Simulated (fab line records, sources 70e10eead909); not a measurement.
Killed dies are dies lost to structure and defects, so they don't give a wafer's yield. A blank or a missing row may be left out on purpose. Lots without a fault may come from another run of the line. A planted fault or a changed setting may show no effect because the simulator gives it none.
Which tool did it? | flow nand_harc | 12 lots, 36 wafers sampled, at 5 steps of a route of 1159

WHAT THE GAUGES READ, wafer by wafer
NHARC_A_CONTACT_INSPECT_23.
lot  | measured     | on                | raw_defect_count
L075 | day 17 13:08 | defect_inspect-02 | 761 729 420
L077 | day 17 16:55 | defect_inspect-01 | 376 797 606
L079 | day 17 23:47 | defect_inspect-01 | 479 317 446
L081 | day 18 20:25 | defect_inspect-01 | 692 649 426
L083 | day 19 09:54 | defect_inspect-02 | 658 448 598
L086 | day 19 22:42 | defect_inspect-02 | 274 274 257
L088 | day 20 05:07 | defect_inspect-01 | 335 506 418
L089 | day 20 23:44 | defect_inspect-02 | 324 526 394
L091 | day 21 15:34 | defect_inspect-01 | 450 508 773
L094 | day 22 13:23 | defect_inspect-01 | 362 340 410
L093 | day 22 23:22 | defect_inspect-01 | 695 482 705
L097 | day 23 08:15 | defect_inspect-01 | 572 517 359

WHICH TOOL RAN EACH LOT (tool, then ch and the chambers of the sampled wafers, then the start)
lot  | NHARC_A_CONTACT_ETCH_136             | NHARC_A_CONTACT_ETCH_138             | NHARC_A_CONTACT_ETCH_139             | NHARC_A_CONTACT_CVD_19
L075 | har_cap_etch-03 ch 0,1, day 17 06:08 | har_cap_etch-03 ch 0,1, day 17 06:27 | har_cap_etch-03 ch 0,1, day 17 06:37 | cvd_w-02 ch 0,1, day 17 13:08 or earlier
L077 | har_cap_etch-01 ch 0,1, day 17 13:20 | har_cap_etch-01 ch 0,1, day 17 13:34 | har_cap_etch-01 ch 0,1, day 17 13:41 | cvd_w-02 ch 0,1, day 17 16:55 or earlier
L079 | har_cap_etch-01 ch 0, day 17 18:35   | har_cap_etch-01 ch 0, day 17 18:50   | har_cap_etch-01 ch 0, day 17 18:58   | cvd_w-02 ch 0,1, day 17 23:47 or earlier
L081 | har_cap_etch-01 ch 0,1, day 18 16:50 | har_cap_etch-01 ch 0,1, day 18 17:05 | har_cap_etch-01 ch 0,1, day 18 17:13 | cvd_w-01 ch 0,1, day 18 20:25 or earlier
L083 | har_cap_etch-02 ch 0,1, day 19 06:26 | har_cap_etch-02 ch 0,1, day 19 06:41 | har_cap_etch-02 ch 0,1, day 19 06:49 | cvd_w-02 ch 0,1, day 19 09:54 or earlier
L086 | har_cap_etch-02 ch 0,1, day 19 17:08 | har_cap_etch-02 ch 0,1, day 19 17:23 | har_cap_etch-02 ch 0,1, day 19 17:31 | cvd_w-02 ch 0,1, day 19 22:42 or earlier
L088 | har_cap_etch-03 ch 0,1, day 19 23:28 | har_cap_etch-03 ch 0,1, day 19 23:43 | har_cap_etch-03 ch 0,1, day 19 23:52 | cvd_w-02 ch 0,1, day 20 05:07 or earlier
L089 | har_cap_etch-01 ch 0,1, day 20 20:12 | har_cap_etch-01 ch 0,1, day 20 20:27 | har_cap_etch-01 ch 0,1, day 20 20:35 | cvd_w-02 ch 0,1, day 20 23:44 or earlier
L091 | har_cap_etch-03 ch 0,1, day 21 06:05 | har_cap_etch-03 ch 0,1, day 21 06:20 | har_cap_etch-03 ch 0,1, day 21 06:31 | cvd_w-02 ch 0,1, day 21 15:34 or earlier
L094 | har_cap_etch-03 ch 0,1, day 22 09:46 | har_cap_etch-03 ch 0,1, day 22 10:00 | har_cap_etch-03 ch 0,1, day 22 10:08 | cvd_w-01 ch 0,1, day 22 13:23 or earlier
L093 | har_cap_etch-02 ch 0,1, day 22 18:52 | har_cap_etch-02 ch 0,1, day 22 19:07 | har_cap_etch-02 ch 0,1, day 22 19:14 | cvd_w-01 ch 0,1, day 22 23:22 or earlier
L097 | har_cap_etch-01 ch 0,1, day 23 00:41 | har_cap_etch-01 ch 0,1, day 23 00:56 | har_cap_etch-01 ch 0,1, day 23 01:04 | cvd_w-02 ch 0,1, day 23 08:15 or earlier
- NHARC_A_CONTACT_ETCH_136: etches the open film in C4F8/O2/Ar, time 132 s, target depth 1287 nm.
- NHARC_A_CONTACT_ETCH_138: etches the open film in C4F8/O2/Ar, time 132 s, target depth 1289 nm.
- NHARC_A_CONTACT_ETCH_139: etches the open film in C4F8/O2/Ar, time 137 s, target depth 590 nm.
- NHARC_A_CONTACT_CVD_19: deposits W, target thk 300 nm, time 802 s.

THE ANSWER, worked out from the rows above alone
Rule: what is usual is taken from the lots themselves. Put in order of their means at a reading, lots are off if they are a third of the lots or fewer, leave a main group of 4 or more, and stand apart from it by a gap of 3 or more times the standard deviation of the main group's means; of several such gaps the widest counts. A main group whose means are all the same, to the digits that the tables above print for the reading, isn't used. A lot without any number at a reading at which 4 lots or more have one is off too. The other lots that the step has rows for count as sound.
No lot is off at any reading shown: from this, nothing can be told.

WHAT THE SIMULATOR HAD PUT IN
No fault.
